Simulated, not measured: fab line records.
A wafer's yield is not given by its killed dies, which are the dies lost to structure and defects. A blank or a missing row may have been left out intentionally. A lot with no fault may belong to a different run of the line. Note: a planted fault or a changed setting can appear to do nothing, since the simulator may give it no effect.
fab line records	flow nand-harc
record: lots: 6	wafers: 18	last-day: 32
route steps=1302 shown A_BLC@1132 A_M0@1137 END@1302
lots that met no fault: taken from a fault-free run of the same line
start-h: hours from the record's opening day to when the first of the lot's shown wafers began	wait-h: hours since the lot's step before	" the same as in the row above	L1.1+2: several wafers, shown together as one row	- no value, or no start was given	* or withheld: withheld	< > ~ a bound
route shown NAME@n: a module of which the file shows steps, and the number in the route of the first	usual: mean/standard deviation taken from wafers without a fault	same: alike in all rows	chamber/n: place in a boat	sites: each site's reading	_std_site: their standard deviation	_edge_site: mean of outer sites minus mean of inner sites	radius-mm: how far each site lies from the wafer's centre	mask NAME#n: copy n	behind: the most recent tool/chamber to have shaped the wafer	hold: cause of the lot's hold/its duration in hours/its outcome	device: the transistor (n, p or np) that didn't switch	end of line: tests run on the same wafers once the route is complete	step lacking rows: just its recipe	killed: at the first sort, the dies lost to defects and structure; wafer yield is something else	map: shows each die of a wafer: x if killed, . if not, _ if none is there
set.NAME: the setting that was run; set.NAME@STEP: the one run at that earlier step	model.NAME: the simulator's own value behind a step, which no gauge read
lots at some steps of the route; a table a step, a row a wafer
services: a tool's chamber out of use, with start hour (start-h, from the record's first day; less than 0 if before it), hours out, and reason
== steps ==
step: NHARC_A_BLC_CVD_24
recipe: target-thk-a: 1500	temp-c: 300	pressure-torr: 40	wf6-flow-sccm: 40	h2-flow-sccm: 1600	ar-flow-sccm: 1560	time-s: 434	material: W
usual: heater-power-w: 422/25	throttle-valve-pct: 8.15/0.24
lot.wafer	tool	chamber	start-h	wait-h	heater-power-w	throttle-valve-pct
L871.1	cvd-w-02	0	-	-	404	8.25
L871.3	"	0	"	"	412	7.91
L871.5	"	0	"	"	418	8.16
L873.1	cvd-w-01	1	-	-	401	8.33
L873.4	"	0	"	"	409	7.93
L873.3	"	1	"	"	396	8.42
L880.1	cvd-w-02	1	-	-	457	8.15
L880.2	"	0	"	"	427	7.89
L880.3	"	0	"	"	423	8.11
L884.2	cvd-w-01	0	-	-	412	8.03
L884.1	"	1	"	"	401	8.48
L884.3	"	0	"	"	424	7.99
L887.2	cvd-w-01	0	-	-	412	8.06
L887.3	"	0	"	"	408	8.00
L887.4	"	0	"	"	415	8.28
L888.2	cvd-w-02	0	-	-	424	8.52
L888.4	"	1	"	"	459	8.46
L888.5	"	0	"	"	422	8.65
step: NHARC_A_BLC_CMP_25
recipe: t-overpolish-s: 30	target-thk-nm: 150
usual: motor-current-A: 11.7/1.1	overpolish-run-s: 30.001/0.0094	time-to-endpoint-s: 30.0/2.5
lot.wafer	tool	chamber	start-h	wait-h	motor-current-A	overpolish-run-s	time-to-endpoint-s
L871.1	cmp-04	1	560.84	0.8	10.6	30.003	29.8
L871.3	"	3	"	"	14.5	29.999	30.4
L871.5	"	1	"	"	11.5	30.003	30.1
L873.1	cmp-02	3	563.25	0.4	11.2	30.010	31.3
L873.3	"	0	"	"	13.1	30.002	34.5
L873.4	"	1	"	"	12.1	30.017	29.0
L880.3	cmp-02	3	637.51	0.3	11.5	30.008	28.1
L880.1	"	0	"	"	13.3	30.004	31.9
L880.2	"	1	"	"	12.0	29.999	25.6
L884.3	cmp-03	0	680.12	0.3	11.6	30.011	29.6
L884.2	"	2	"	"	11.1	30.012	29.9
L884.1	"	3	"	"	11.6	30.010	27.4
L887.3	cmp-04	1	696.45	0.5	11.0	30.002	30.0
L887.4	"	3	"	"	13.9	29.991	29.6
L887.2	"	0	"	"	11.1	29.998	24.9
L888.4	cmp-04	0	712.64	0.3	12.3	29.992	32.4
L888.2	"	2	"	"	10.0	30.018	34.1
L888.5	"	0	"	"	12.1	29.988	29.7
step: NHARC_A_BLC_SRD_27
step: NHARC_A_BLC_INSPECT_28
usual: raw-defect-count: 519/120
lot.wafer	tool	chamber	start-h	wait-h	raw-defect-count
L871.1	defect-inspect-02	-	561.24	0.1	513
L871.3	"	-	"	"	365
L871.5	"	-	"	"	458
L873.1	defect-inspect-02	-	563.63	0.1	514
L873.3	"	-	"	"	376
L873.4	"	-	"	"	704
L880.1	defect-inspect-01	-	637.88	0.1	774
L880.2	"	-	"	"	789
L880.3	"	-	"	"	756
L884.1	defect-inspect-02	-	680.53	0.1	566
L884.2	"	-	"	"	441
L884.3	"	-	"	"	586
L887.2	defect-inspect-02	-	696.85	0.1	665
L887.3	"	-	"	"	678
L887.4	"	-	"	"	543
L888.2	defect-inspect-02	-	713.02	0.1	539
L888.4	"	-	"	"	570
L888.5	"	-	"	"	704
step: NHARC_A_M0_DEP_00
recipe: target-thk-a: 1500	target-thk-nm: 150	temp-c: withheld	pressure-torr: 5	flow-sccm: 200	rf-w: 600	material: SiOC
step: NHARC_A_M0_DEHYDRATE_01
recipe: temp-c: 150	time-s: 120
step: NHARC_A_M0_HMDS_02
recipe: time-s: 30
step: NHARC_A_M0_COAT_33
recipe: temp-c: 200	time-s: 65
step: NHARC_A_M0_COAT_03
recipe: spin-rpm: 1500	resist-thk-nm: 90
step: NHARC_A_M0_SOFTBAKE_04
recipe: temp-c: 105	time-s: 55
step: NHARC_A_M0_EBR_05
step: NHARC_A_M0_EXPOSE_06
recipe: na: 1.35	target-cd-nm: 80	dose-mj: 83.25	mask-id: A_M0
usual: exposure-dose-mJ-cm2: 83.26/0.086
lot.wafer	tool	chamber	start-h	wait-h	mask	exposure-dose-mJ-cm2
L871.1	arfi-scanner-02	0	562.16	-	A_M0#0	83.29
L871.3	"	0	"	"	A_M0#0	83.17
L871.5	"	0	"	"	A_M0#0	83.07
L873.1	arfi-scanner-02	0	564.41	-	A_M0#0	83.34
L873.3	"	0	"	"	A_M0#0	83.42
L873.4	"	0	"	"	A_M0#0	83.31
L880.1	arfi-scanner-02	0	638.65	-	A_M0#0	77.27
L880.2	"	0	"	"	A_M0#0	77.26
L880.3	"	0	"	"	A_M0#0	77.27
L884.1	arfi-scanner-02	0	681.97	-	A_M0#0	78.47
L884.2	"	0	"	"	A_M0#0	78.41
L884.3	"	0	"	"	A_M0#0	78.64
L887.2	arfi-scanner-01	0	697.49	-	A_M0#0	83.24
L887.3	"	0	"	"	A_M0#0	83.27
L887.4	"	0	"	"	A_M0#0	83.19
L888.2	arfi-scanner-01	0	713.89	-	A_M0#0	83.33
L888.4	"	0	"	"	A_M0#0	83.31
L888.5	"	0	"	"	A_M0#0	83.41
step: NHARC_A_M0_PEB_07
recipe: peb-temp-c: 100	peb-time-s: 65
step: NHARC_A_M0_DEVELOP_08
recipe: develop-time-s: 35	dev-temp-c: 23
step: NHARC_A_M0_CD_MEAS_09
recipe: target-cd-nm: 80	landing-energy-ev: 500
usual: cd-nm: 79.9/0.55
lot.wafer	tool	chamber	start-h	wait-h	cd-nm
L871.1	cd-sem-03	0	562.30	-	79.5
L871.3	"	0	"	"	79.6
L871.5	"	0	"	"	79.6
L873.1	cd-sem-03	0	564.55	-	79.7
L873.3	"	0	"	"	79.7
L873.4	"	0	"	"	79.3
L880.1	cd-sem-03	0	638.78	-	73.9
L880.2	"	0	"	"	74.9
L880.3	"	0	"	"	73.8
L884.1	cd-sem-03	0	682.11	-	76.3
L884.2	"	0	"	"	76.1
L884.3	"	0	"	"	75.8
L887.2	cd-sem-02	0	697.63	-	80.4
L887.3	"	0	"	"	79.1
L887.4	"	0	"	"	80.0
L888.2	cd-sem-01	0	714.03	-	80.6
L888.4	"	0	"	"	80.0
L888.5	"	0	"	"	80.5
step: NHARC_A_M0_OVL_MEAS_10
recipe: pitch-nm: 160
usual: overlay-x-nm: 0.1/0.84	overlay-y-nm: -0.1/1.2
lot.wafer	tool	chamber	start-h	wait-h	overlay-x-nm	overlay-y-nm
L871.1	overlay-02	-	562.39	-	-1.0	-1.1
L871.3	"	-	"	"	-0.8	-0.4
L871.5	"	-	"	"	-1.0	-0.5
L873.1	overlay-02	-	564.63	-	-0.1	-1.0
L873.3	"	-	"	"	-0.2	-0.5
L873.4	"	-	"	"	-0.4	-0.8
L880.1	overlay-01	-	638.87	-	0.6	-0.6
L880.2	"	-	"	"	0.5	-1.4
L880.3	"	-	"	"	0.5	-0.7
L884.1	overlay-01	-	682.20	-	-0.5	-1.6
L884.2	"	-	"	"	-0.3	-1.5
L884.3	"	-	"	"	-0.3	-1.4
L887.2	overlay-01	-	697.72	-	0.7	-0.1
L887.3	"	-	"	"	0.8	-0.1
L887.4	"	-	"	"	1.0	0.4
L888.2	overlay-01	-	714.11	-	-0.8	0.0
L888.4	"	-	"	"	-0.6	0.2
L888.5	"	-	"	"	-0.6	0.7
step: NHARC_A_M0_INSPECT_11
usual: raw-defect-count: 85/37
lot.wafer	tool	chamber	start-h	wait-h	raw-defect-count
L871.1	defect-inspect-02	-	562.42	0.0	55
L871.3	"	-	"	"	60
L871.5	"	-	"	"	66
L873.1	defect-inspect-01	-	564.67	0.0	57
L873.3	"	-	"	"	70
L873.4	"	-	"	"	59
L880.1	defect-inspect-02	-	638.91	0.0	131
L880.2	"	-	"	"	127
L880.3	"	-	"	"	140
L884.1	defect-inspect-01	-	682.23	0.0	50
L884.2	"	-	"	"	63
L884.3	"	-	"	"	52
L887.2	defect-inspect-01	-	697.75	0.0	106
L887.3	"	-	"	"	91
L887.4	"	-	"	"	108
L888.2	defect-inspect-01	-	714.15	0.0	74
L888.4	"	-	"	"	57
L888.5	"	-	"	"	66
step: NHARC_A_M0_DESCUM_14
recipe: time-s: 3	o2-flow-sccm: 200	ar-flow-sccm: 0	bias-power-w: 0	chemistry: O2
usual: drypump-motor-current-A: 6.0/0.54	oes-product-au: 0.999/0.0093	rf-vpp-V: 57.8/0.91	showerhead-plenum-p-Torr: 1.93/0.083	throttle-valve-pct: 11.311/0.0089
lot.wafer	tool	chamber	start-h	wait-h	drypump-motor-current-A	oes-product-au	rf-hours-counter-h	rf-vpp-V	showerhead-plenum-p-Torr	throttle-valve-pct	model.A_M0.cd-nm
L871.3	rie-diel-08	0	562.49	0.1	6.7	1.001	0.6	56.6	1.94	11.316	79.55
L871.1	"	3	"	"	5.6	1.000	0.6	57.9	1.92	11.316	78.57
L871.5	"	0	"	"	6.7	0.999	-	58.4	1.94	11.308	79.4
L873.3	rie-diel-08	1	564.73	0.1	6.5	1.012	0.7	58.1	1.96	11.309	79.94
L873.4	"	2	"	"	5.4	1.002	0.1	58.0	2.05	11.311	79.66
L873.1	"	3	"	"	5.6	0.997	0.7	56.6	1.92	11.294	78.91
L880.3	rie-diel-08	1	638.97	0.1	6.6	0.997	5.3	57.2	1.96	11.314	73.9
L880.2	"	3	"	"	5.6	0.993	5.0	58.0	1.92	11.319	73.96
L880.1	"	0	"	"	6.7	1.009	5.2	58.6	1.94	11.301	74.22
L884.1	rie-diel-02	1	682.29	0.1	6.3	1.002	7.5	56.3	1.84	11.319	76.84
L884.3	"	2	"	"	5.4	0.995	6.7	54.8	1.77	11.297	76.6
L884.2	"	0	"	"	5.4	0.984	7.6	59.3	1.85	11.302	75.77
L887.2	rie-diel-08	1	697.81	0.1	6.5	1.004	8.0	58.8	1.96	11.313	80.41
L887.4	"	2	"	"	5.5	0.995	7.0	58.4	2.05	11.303	80.79
L887.3	"	3	"	"	5.6	0.995	7.6	58.8	1.92	11.313	78.67
L888.2	rie-diel-09	3	714.21	0.1	6.3	1.023	2.0	58.2	1.78	11.303	79.93
L888.4	"	0	"	"	5.5	1.009	2.0	56.9	1.88	11.305	80.02
L888.5	"	3	"	"	6.3	1.012	-	56.6	1.78	11.310	80.12
step: NHARC_A_M0_ETCH_34
recipe: target-depth-a: 400	overetch-a: 120	time-s: 43.94	ion-energy-ev: 200	n2-flow-sccm: 150	h2-flow-sccm: 150	ar-flow-sccm: 0	rf-w: 400	bias-w: 150	chemistry: N2/H2
usual: drypump-motor-current-A: 6.0/0.54	oes-product-au: 1.002/0.0096	rf-fwd-power-W: 394.9/1.8	rf-vpp-V: 430.7/2.5	showerhead-plenum-p-Torr: 2.05/0.087	throttle-valve-pct: 14.171/0.0083
lot.wafer	tool	chamber	start-h	wait-h	drypump-motor-current-A	oes-product-au	rf-fwd-power-W	rf-hours-counter-h	rf-vpp-V	showerhead-plenum-p-Torr	throttle-valve-pct
L871.3	rie-diel-08	1	562.58	0.1	6.5	1.008	393.8	0.6	431.6	2.09	14.157
L871.1	"	3	"	"	5.6	0.994	395.5	0.6	430.3	2.05	14.172
L871.5	"	1	"	"	6.5	1.012	395.8	-	432.5	2.09	14.182
L873.1	rie-diel-08	0	564.82	0.1	6.7	1.012	395.4	0.7	431.3	2.07	14.166
L873.4	"	1	"	"	6.6	1.007	395.1	0.7	431.3	2.09	14.168
L873.3	"	2	"	"	5.4	1.001	389.2	0.1	434.1	2.19	14.173
L880.3	rie-diel-08	2	639.06	0.1	5.4	1.003	392.4	4.5	435.0	2.19	14.168
L880.2	"	0	"	"	6.7	1.011	394.5	5.2	431.5	2.07	14.168
L880.1	"	1	"	"	6.6	1.003	393.8	5.3	433.0	2.09	14.176
L884.2	rie-diel-02	1	682.40	0.1	6.3	1.021	398.3	7.5	427.3	1.96	14.164
L884.3	"	2	"	"	5.4	0.993	395.3	6.7	424.6	1.88	14.182
L884.1	"	0	"	"	5.4	0.989	396.7	7.6	428.1	1.98	14.187
L887.3	rie-diel-08	1	697.91	0.1	6.5	1.010	393.6	8.0	432.4	2.09	14.163
L887.4	"	2	"	"	5.4	0.994	392.2	7.0	434.9	2.19	14.159
L887.2	"	3	"	"	5.6	1.008	396.3	7.6	430.7	2.05	14.176
L888.4	rie-diel-09	3	714.29	0.1	6.3	1.013	395.3	2.1	428.0	1.89	14.177
L888.2	"	2	"	"	6.1	1.007	396.5	0.4	424.1	1.90	14.174
L888.5	"	3	"	"	6.3	1.010	394.2	-	426.7	1.89	14.182
step: NHARC_A_M0_ETCH_15
recipe: target-depth-a: 1500	overetch-a: 150	time-s: 82.5	c4f8-flow-sccm: withheld	ar-flow-sccm: 400	rf-w: 600	bias-w: 300	chemistry: C4F8/Ar
usual: oes-product-au: 0.952/0.023	rf-fwd-power-W: 595.4/2.1	rf-vpp-V: 441.2/2.7
lot.wafer	tool	chamber	start-h	wait-h	oes-product-au	rf-fwd-power-W	rf-hours-counter-h	rf-vpp-V	model.A_M0.cd-nm
L871.3	rie-diel-08	3	-	-	0.969	593.9	0.7	441.2	79.53
L871.1	"	1	"	"	0.967	593.6	0.7	443.4	78.3
L871.5	"	3	"	"	0.970	597.0	-	442.9	79.37
L873.4	rie-diel-08	0	-	-	0.984	598.5	0.7	441.6	79.53
L873.1	"	2	"	"	0.972	593.3	0.2	444.1	78.65
L873.3	"	3	"	"	0.971	595.5	0.7	441.7	80.18
L880.1	rie-diel-08	3	-	-	0.918	597.3	5.0	441.3	73.97
L880.3	"	0	"	"	0.940	596.2	5.2	441.6	73.77
L880.2	"	1	"	"	0.927	593.4	5.3	441.8	73.42
L884.3	rie-diel-02	0	-	-	0.945	596.0	7.6	438.7	75.85
L884.1	"	1	"	"	0.965	597.7	7.5	439.3	76.23
L884.2	"	2	"	"	0.953	596.2	6.8	436.9	76.08
L887.3	rie-diel-08	2	-	-	0.921	591.6	7.1	446.1	78.59
L887.4	"	3	"	"	0.919	594.6	7.6	441.0	81.38
L887.2	"	0	"	"	0.909	592.1	8.0	439.6	80.17
L888.2	rie-diel-09	0	-	-	0.959	597.1	2.1	438.7	79.61
L888.4	"	1	"	"	0.966	596.3	1.8	444.7	80.32
L888.5	"	1	"	"	0.968	597.3	-	442.2	80.47
step: NHARC_A_M0_CD_MEAS_16
usual: cd-nm: 79.9/0.9
lot.wafer	tool	chamber	start-h	wait-h	cd-nm
L871.1	cd-sem-03	-	562.78	-	78.3
L871.3	"	-	"	"	79.3
L871.5	"	-	"	"	79.3
L873.1	cd-sem-02	-	565.03	-	78.4
L873.3	"	-	"	"	80.3
L873.4	"	-	"	"	79.3
L880.1	cd-sem-03	-	639.27	-	74.1
L880.2	"	-	"	"	73.3
L880.3	"	-	"	"	73.9
L884.1	cd-sem-02	-	682.64	-	76.1
L884.2	"	-	"	"	76.0
L884.3	"	-	"	"	75.8
L887.2	cd-sem-02	-	698.12	-	80.1
L887.3	"	-	"	"	78.2
L887.4	"	-	"	"	81.5
L888.2	cd-sem-01	-	714.52	-	79.2
L888.4	"	-	"	"	80.4
L888.5	"	-	"	"	80.3
step: NHARC_END_SORT_01
recipe: temp-c: 25
usual: defect-limited-yield: 91.5/2.9	killed-at-array: 53/20	killed-at-other: 1/1.2	killed-at-periphery: 3.7/2.6	killed-dies: 58/20	killed-open: 3.5/1.8	killed-short: 2.4/1.7	sort_bin_2_pct: 3.1/1.3	sort_bin_3_pct: 0.6/0.4	sort_bin_4_pct: 4.9/1.7	sort-n-pass: 619/20	sort-rim-yield-pct: 92/4	sort-yield-pct: 91.5/2.9
same: gross-dies: 677	sort_bin_5_pct[%]: 0	sort_bin_6_pct[%]: 0	sort_bin_7_pct[%]: 0	sort_bin_8_pct[%]: 0	sort-rim-n-gross: 106.00
lot.wafer	tool	chamber	start-h	wait-h	defect-limited-yield[%]	killed-at-array	killed-at-other	killed-at-periphery	killed-dies	killed-open	killed-short	sort_bin_2_pct[%]	sort_bin_3_pct[%]	sort_bin_4_pct[%]	sort-n-pass	sort-rim-yield-pct[%]	sort-yield-pct[%]
L871.1	prober-01	0	601.56	2.5	94.2	38	0	1	39	3	1	2.1	0	3.7	638	96	94.2
L871.3	prober-01	0	603.16	3.1	92.2	52	0	1	53	3	4	1.9	0.6	5.3	624	86	92.2
L871.5	prober-01	0	604.76	3.7	91.4	53	0	5	58	7	2	3.4	0.9	4.3	619	92	91.4
L873.1	prober-02	0	601.61	2.5	93.2	41	1	4	46	3	3	2.4	0.4	4.0	631	97	93.2
L873.3	prober-02	0	603.21	3.1	91.9	49	1	5	55	5	1	2.8	0.7	4.6	622	97	91.9
L873.4	prober-02	0	604.02	3.4	92.2	49	3	1	53	3	0	2.4	0.6	4.9	624	95	92.2
L880.1	prober-01	0	676.21	2.5	84.9	94	2	6	102	2	3	5.2	1.3	8.6	575	90	84.9
L880.2	prober-01	0	677.00	2.8	88.3	71	2	6	79	6	4	4.9	1.0	5.8	598	87	88.3
L880.3	prober-01	0	677.80	3.1	87.6	79	1	4	84	0	1	4.0	1.3	7.1	593	96	87.6
L884.1	prober-02	0	724.14	2.5	92.8	44	3	2	49	3	3	1.8	0.3	5.2	628	92	92.8
L884.2	prober-02	0	724.93	2.8	95.0	27	2	5	34	1	0	1.3	0.3	3.4	643	90	95.0
L884.3	prober-02	0	725.73	3.1	91.4	47	3	8	58	5	4	3.1	0	5.5	619	92	91.4
L887.2	prober-02	0	738.77	2.8	93.1	44	1	2	47	5	1	3.4	0.6	3.0	630	92	93.1
L887.3	prober-02	0	739.55	3.1	91.9	52	2	1	55	3	3	1.8	0.9	5.5	622	81	91.9
L887.4	prober-02	0	740.33	3.4	91.9	53	1	1	55	6	1	3.0	0.4	4.7	622	86	91.9
L888.2	prober-01	0	765.17	2.8	92.2	52	0	1	53	2	4	3.1	0.3	4.4	624	97	92.2
L888.4	prober-01	0	766.76	3.4	91.3	55	0	4	59	5	3	1.9	0.6	6.2	618	96	91.3
L888.5	prober-01	0	767.55	3.7	92.2	52	0	1	53	5	5	2.5	0.7	4.6	624	94	92.2
killed by level:class
L871.1 A_SLIT:chamber-film-flake=27 A_CHANNEL_HOLE_D2:chamber-film-flake=3 A_CONTACT:chamber-film-flake=2 P_M0:geometric-particle:open=1 A_SOURCE_PLATE:geometric-particle:short=1 A_CHANNEL_HOLE_D2:geometric-particle:open=1 A_SGD_CUT:geometric-particle:open=1 A_CHANNEL_HOLE_D1:chamber-film-flake=1
L873.1 A_CHANNEL_HOLE_D2:chamber-film-flake=28 A_STAIRCASE:chamber-film-flake=4 A_SGD_CUT:chamber-film-flake=2 P_M0:geometric-particle:open=1 A_CHANNEL_HOLE_D1:geometric-particle:short=1 A_CHANNEL_FILL_D2:geometric-particle:open=1 A_CONTACT:geometric-particle:short=1 A_M0:geometric-particle:open=1
L871.3 A_SLIT:chamber-film-flake=21 A_CONTACT:chamber-film-flake=13 A_STAIRCASE:chamber-film-flake=4 A_DECK1_JOINT:geometric-particle:short=2 A_CHANNEL_HOLE_D1:chamber-film-flake=2 A_CHANNEL_HOLE_D2:chamber-film-flake=2 P_M0:geometric-particle:open=1 A_ONON_D1:geometric-particle:short=1
L873.3 A_CHANNEL_HOLE_D2:chamber-film-flake=33 P_GATE:chamber-film-flake=3 A_CHANNEL_HOLE_D1:chamber-film-flake=3 A_STAIRCASE:chamber-film-flake=3 A_CONTACT:chamber-film-flake=2 A_M0:chamber-film-flake=2 P_M1:geometric-particle:open=1 A_ONON_D1:geometric-particle:open=1
L873.4 A_CHANNEL_HOLE_D2:chamber-film-flake=32 A_CHANNEL_HOLE_D1:chamber-film-flake=4 A_SGD_CUT:chamber-film-flake=3 THIN_TSV:chamber-film-flake=3 A_STAIRCASE:chamber-film-flake=2 A_SLIT:chamber-film-flake=2 A_SOURCE_PLATE:geometric-particle:open=1 A_ONON_D1:geometric-particle:open=1
L871.5 A_SLIT:chamber-film-flake=27 A_CONTACT:chamber-film-flake=8 A_CHANNEL_HOLE_D2:chamber-film-flake=6 A_DECK1_JOINT:geometric-particle:open=3 A_CHANNEL_HOLE_D1:chamber-film-flake=2 A_DECK1_JOINT:chamber-film-flake=2 P_GATE:geometric-particle:open=1 P_M0:geometric-particle:open=1
L880.1 A_CHANNEL_HOLE_D1:chamber-film-flake=35 A_SLIT:chamber-film-flake=31 A_BLC:chamber-film-flake=6 A_STAIRCASE:chamber-film-flake=5 A_CONTACT:chamber-film-flake=4 P_BONDPAD:chamber-film-flake=3 A_SGD_CUT:chamber-film-flake=3 A_CHANNEL_HOLE_D2:chamber-film-flake=2
L880.2 A_CHANNEL_HOLE_D1:chamber-film-flake=32 A_SLIT:chamber-film-flake=20 A_CONTACT:chamber-film-flake=4 A_BLC:chamber-film-flake=3 A_CHANNEL_HOLE_D2:chamber-film-flake=2 THIN_TSV:chamber-film-flake=2 P_STI:geometric-particle:open=1 P_GATE:geometric-particle:open=1
L880.3 A_CHANNEL_HOLE_D1:chamber-film-flake=39 A_SLIT:chamber-film-flake=27 A_CONTACT:chamber-film-flake=7 A_BLC:chamber-film-flake=5 P_GATE:chamber-film-flake=2 P_M0:geometric-particle:short=1 P_BONDPAD:chamber-film-flake=1 A_WL_FILL:chamber-film-flake=1
L884.1 A_CHANNEL_HOLE_D2:chamber-film-flake=18 A_CONTACT:chamber-film-flake=9 A_CHANNEL_HOLE_D1:chamber-film-flake=7 A_SLIT:chamber-film-flake=4 THIN_TSV:chamber-film-flake=3 A_ONON_D1:geometric-particle:short=2 P_M2:geometric-particle:short=1 A_STAIRCASE:geometric-particle:open=1
L884.2 A_CHANNEL_HOLE_D2:chamber-film-flake=11 A_SLIT:chamber-film-flake=6 A_CHANNEL_HOLE_D1:chamber-film-flake=4 A_CONTACT:chamber-film-flake=4 P_M1:chamber-film-flake=2 THIN_TSV:chamber-film-flake=2 A_CONTACT:geometric-particle:open=1 P_ZERO_WELL:chamber-film-flake=1
L884.3 A_CHANNEL_HOLE_D2:chamber-film-flake=19 A_SLIT:chamber-film-flake=8 A_CHANNEL_HOLE_D1:chamber-film-flake=5 P_M1:chamber-film-flake=3 A_CONTACT:chamber-film-flake=3 THIN_TSV:chamber-film-flake=3 A_CONTACT:geometric-particle:open=2 P_STI:chamber-film-flake=2
L887.2 A_SLIT:chamber-film-flake=17 A_CHANNEL_HOLE_D2:chamber-film-flake=15 A_CONTACT:chamber-film-flake=4 A_CHANNEL_FILL_D2:chamber-film-flake=2 P_M0:geometric-particle:open=1 P_M1:geometric-particle:open=1 A_ONON_D1:geometric-particle:open=1 A_CHANNEL_HOLE_D1:geometric-particle:open=1
L887.3 A_SLIT:chamber-film-flake=24 A_CHANNEL_HOLE_D2:chamber-film-flake=13 A_CHANNEL_HOLE_D1:chamber-film-flake=10 P_M0:geometric-particle:open=1 A_ONON_D1:geometric-particle:short=1 A_ONON_D2:geometric-particle:open=1 A_WL_FILL:geometric-particle:short=1 A_M0:geometric-particle:open=1
L887.4 A_CHANNEL_HOLE_D2:chamber-film-flake=24 A_SLIT:chamber-film-flake=13 A_CHANNEL_HOLE_D1:chamber-film-flake=4 A_STAIRCASE:chamber-film-flake=3 A_DECK1_JOINT:geometric-particle:open=2 A_DECK1_JOINT:geometric-particle:short=1 A_ONON_D2:geometric-particle:open=1 A_CHANNEL_FILL_D2:geometric-particle:open=1
L888.2 A_CHANNEL_HOLE_D1:chamber-film-flake=28 A_CONTACT:chamber-film-flake=6 A_SLIT:chamber-film-flake=5 A_STAIRCASE:chamber-film-flake=3 A_WL_FILL:chamber-film-flake=3 P_CONTACT:geometric-particle:open=1 A_SOURCE_PLATE:geometric-particle:short=1 A_ONON_D2:geometric-particle:short=1
L888.4 A_CHANNEL_HOLE_D1:chamber-film-flake=35 A_M1:chamber-film-flake=5 P_ZERO_WELL:chamber-film-flake=2 A_STAIRCASE:chamber-film-flake=2 A_SLIT:chamber-film-flake=2 A_CONTACT:chamber-film-flake=2 P_CONTACT:geometric-particle:open=1 A_SOURCE_PLATE:geometric-particle:short=1
L888.5 A_CHANNEL_HOLE_D1:chamber-film-flake=25 A_CONTACT:chamber-film-flake=5 A_SLIT:chamber-film-flake=4 A_STAIRCASE:chamber-film-flake=3 A_CHANNEL_HOLE_D2:geometric-particle:short=2 A_CHANNEL_FILL_D2:geometric-particle:open=2 A_CHANNEL_HOLE_D2:chamber-film-flake=2 A_M1:chamber-film-flake=2
== services ==
tool	chamber	start-h	hours	kind
rie-diel-08	-	544.89	9.0	pm
cvd-w-01	-	547.24	13.0	pm
cmp-02	-	549.91	1.0	repair
cvd-w-02	0	560.83	12.5	repair
arfi-scanner-01	-	562.63	1.1	repair
rie-diel-02	-	570.70	9.0	pm
rie-diel-02	2	588.96	2.0	repair
arfi-scanner-01	-	598.89	4.0	pm
rie-diel-09	0	600.89	9.3	repair
cmp-04	-	601.00	4.0	pm
rie-diel-02	2	604.46	4.3	repair
rie-diel-09	1	612.24	3.0	repair
rie-diel-09	3	624.26	5.6	repair
cvd-w-01	0	651.57	13.3	repair
arfi-scanner-02	-	656.00	4.0	pm
rie-diel-02	2	656.46	3.6	repair
cmp-04	-	656.55	1.7	repair
cvd-w-02	-	660.21	13.0	pm
rie-diel-02	3	664.67	20.8	repair
rie-diel-09	-	674.10	9.0	pm
cvd-w-01	0	685.82	2.9	repair
cmp-04	-	691.23	0.2	repair
cvd-w-01	1	694.79	9.6	repair
cmp-04	-	699.00	4.0	pm
== key ==
first-sign: step: NHARC_A_M0_EXPOSE_06	reading: exposure-dose-mJ-cm2	direction: down	sigmas: 63	usual: 83.26	struck: 77.89
effect: step: NHARC_A_M0_CD_MEAS_09	reading: cd-nm	direction: down	sigmas: 8.6	usual: 79.9	struck: 75.1	through: control-loop
effect: step: NHARC_A_M0_CD_MEAS_16	reading: cd-nm	direction: down	sigmas: 5.6	usual: 79.9	struck: 74.9	through: control-loop
model-effect: step: NHARC_A_M0_DESCUM_14	value: A_M0.cd-nm	without: 79.6	struck: 75.22
model-effect: step: NHARC_A_M0_ETCH_15	value: A_M0.cd-nm	without: 79.28	struck: 74.89
met-at NHARC_A_M0_EXPOSE_06
struck-wafers L880.1,L880.2,L880.3,L884.1,L884.2,L884.3
loop-trim: step: NHARC_A_M0_EXPOSE_06	setting: dose	lots: L884
onset-between 564.41 638.65
fault: kind: process-parameter-drift	tool: arfi-scanner-02	chamber: -	onset-h: 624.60	steps: NHARC_A_M0_EXPOSE_06	channel: dose-mj	offset: -6.0041	shape: step	acts-in: these-recipes-only	stated: 83.25
loop-trim: a control loop set the setting to another value than it would have without faults
